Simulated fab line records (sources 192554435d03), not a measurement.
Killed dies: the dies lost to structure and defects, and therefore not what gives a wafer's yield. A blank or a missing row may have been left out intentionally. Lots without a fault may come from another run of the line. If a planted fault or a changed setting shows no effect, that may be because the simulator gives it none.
Matching of chambers + flow n5-finfet + N5_MOL_CONTACT_COAG_ALD_27 on ald-sin-04: 4 sister chambers
The step deposits SiOC, target thk 17 nm, pulse time 1.5 s, time 2720 s. 4 wafers are shown with their chamber, then 7 later ones without.

== WAFERS WITH THEIR CHAMBER ==
| wafer  | chamber | heater-power-w (W) |
|--------|---------|--------------------|
| L398.1 | 2       | 881                |
| L406.3 | 3       | 787                |
| L410.2 | 1       | 764                |
| L410.3 | 0       | 788                |

== WAFERS WITH NO CHAMBER GIVEN ==
| wafer  | heater-power-w (W) |
|--------|--------------------|
| L410.5 | 909                |
| L414.3 | 779                |
| L414.5 | 797                |
| L414.6 | 865                |
| L415.1 | 832                |
| L415.2 | 818                |
| L415.6 | 792                |

== EACH ONE'S CHAMBER ==
| wafer  | from the rows above               | in truth |
|--------|-----------------------------------|----------|
| L410.5 | 2                                 | 2        |
| L414.3 | can't be placed: 3 or 0 or 1      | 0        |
| L414.5 | can't be placed: 0 or 3 or 1      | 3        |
| L414.6 | 2                                 | 2        |
| L415.1 | can't be placed: 0 or 3 or 2 or 1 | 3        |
| L415.2 | can't be placed: 0 or 3 or 1 or 2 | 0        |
| L415.6 | can't be placed: 0 or 3 or 1      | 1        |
2 of 7 placed correctly. Cannot be placed on the basis of these rows: 5; the candidates contain the true chamber in 5. Placed wrongly: 0.
How it was worked out, from the rows above alone: a wafer's distance from a chamber is the root of the sum, over the readings, of the square of ((its reading less the chamber's mean) divided by the reading's scatter). If the next closest chamber is less than 2 further off than the closest, the wafer can't be placed; otherwise it belongs to the closest. The mean given for a chamber averages the wafers shown for that chamber. The scatter (one wafer shown for each chamber): square how far every hidden wafer sits from the nearest shown wafer, average those squares and take the square root.
